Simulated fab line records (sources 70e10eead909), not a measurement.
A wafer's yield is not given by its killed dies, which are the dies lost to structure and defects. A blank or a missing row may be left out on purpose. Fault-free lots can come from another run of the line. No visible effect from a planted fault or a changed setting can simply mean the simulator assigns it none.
A struck lot beside a sound one	flow nand-harc	12 steps out of a route of 1302
Sound: the wafers L556.1, L556.3, L556.4. Struck: wafer L567.4 (L567.5, L567.6, from the same lot, were not struck and are left out); the cause is given at the end.
Each step with rows lists, per side, the tool, then ch with its chambers, then its first start. Under that, the readings that differ: sound wafers	struck wafers	difference of the means	sigmas: that difference in standard deviations of wafers without a fault.
alike: same words and numbers on both sides, and readings whose means sit less than 2 such deviations apart. not compared: any withheld reading, any reading some wafer has no value for, any bound like >300 that may hide the same value, and any number with overlapping values for which the record gives no deviation.
The two part at a step that has a row with sigmas, a row that says differs or no value, or rows on one side only. Non-overlapping numbers with no deviation appear without sigmas and do not part them. A reading missing from all wafers of one side parts the sides only when that side holds two or more wafers.

NHARC_A_WL_FILL_RTA_01: time 5 s.
  sound on rtp-anneal-01 ch 0, day 23 19:23; struck on rtp-anneal-02 ch 0, day 28 08:10
reading	sound	struck	difference	sigmas
lamp-power-pct (%)	31.5 31.4 31.5	32.7	+1.2	+2
lamp_zone_3_pct (%)	31.4 31.4 31.4	32.6	+1.2	+2
lamp_zone_7_pct (%)	32.0 31.9 32.0	33.2	+1.2	+2
wafer_temp_C_max	1004.1 1002.8 1004.1	1007.4	+3.7	+3
then, 2 steps without rows for these wafers: NHARC_A_WL_FILL_ALD_02 (deposits TiN, target thk 2 nm, pulse time 3 s, ald cycles 100); NHARC_A_WL_FILL_CVD_03 (deposits W, target thk 40 nm, time 279 s).
NHARC_A_WL_FILL_ETCHBACK_04: etches the open film in NF3, target depth 60 nm, time 120 s.
  sound on rie-metal-01 ch 0,1, day 23 20:25; struck on rie-metal-01 ch 1, day 28 09:10
  alike: drypump-motor-current-A, oes-product-au
  not compared: rf-hours-counter-h
NHARC_A_WL_FILL_ETCHBACK_05: etches the open film in Cl2/BCl3, target depth 22 nm, time 60 s.
  sound on rie-metal-01 ch 0,1, day 23 20:40; struck on rie-metal-01 ch 1, day 28 09:22
reading	sound	struck	difference	sigmas
oes-product-au (a.u.)	1.009 1.013 1.013	0.992	-0.020	-3
  alike: drypump-motor-current-A
  not compared: rf-hours-counter-h
NHARC_A_WL_FILL_STRIP_27: strips in N2/H2, time 20 s.
  sound on plasma-asher-02 ch 0,1, day 23 20:48; struck on plasma-asher-01 ch 1, day 28 09:33
  alike: drypump-motor-current-A, heater-power-w
  not compared: rf-hours-counter-h
then, 4 steps without rows for these wafers: NHARC_A_WL_FILL_STRIP_28 (strips in post etch residue remover, time 1200 s); NHARC_A_WL_FILL_PRECLEAN_06 (cleans in DIW, time 300 s); NHARC_A_WL_FILL_SRD_07; NHARC_A_WL_FILL_ANNEAL_08 (time 1800 s).
NHARC_A_WL_FILL_ALD_10: deposits SiO2, target thk 50 nm, pulse time 10 s, ald cycles 500.
  sound on ald-hk-03 ch 0,2,3, day 24 02:08; struck on ald-hk-03 ch 3, day 28 16:55
reading	sound	struck	difference	sigmas
ald-cycles	500 500 500	526	+26	
  alike: heater-power-w, precursor-pulse-height-rel
NHARC_A_WL_FILL_ETCHBACK_16: etches the open film in C4F8/O2/Ar, target depth 120 nm, time 24 s.
  sound: rie-diel-13 ch 0,1,3; struck: rie-diel-11 ch 2
reading	sound	struck	difference	sigmas
rf-hours-counter-h (h)	0.8 0.7 0.8	0.9	+0.1	
rf-vpp-V (V)	727 729 723	717	-9	-2
  alike: bias-w, oes-product-au

WHERE THEY PART
At NHARC_A_WL_FILL_RTA_01 first; at NHARC_A_WL_FILL_ETCHBACK_16 last (within this record only).

WHY: what the simulator had put in
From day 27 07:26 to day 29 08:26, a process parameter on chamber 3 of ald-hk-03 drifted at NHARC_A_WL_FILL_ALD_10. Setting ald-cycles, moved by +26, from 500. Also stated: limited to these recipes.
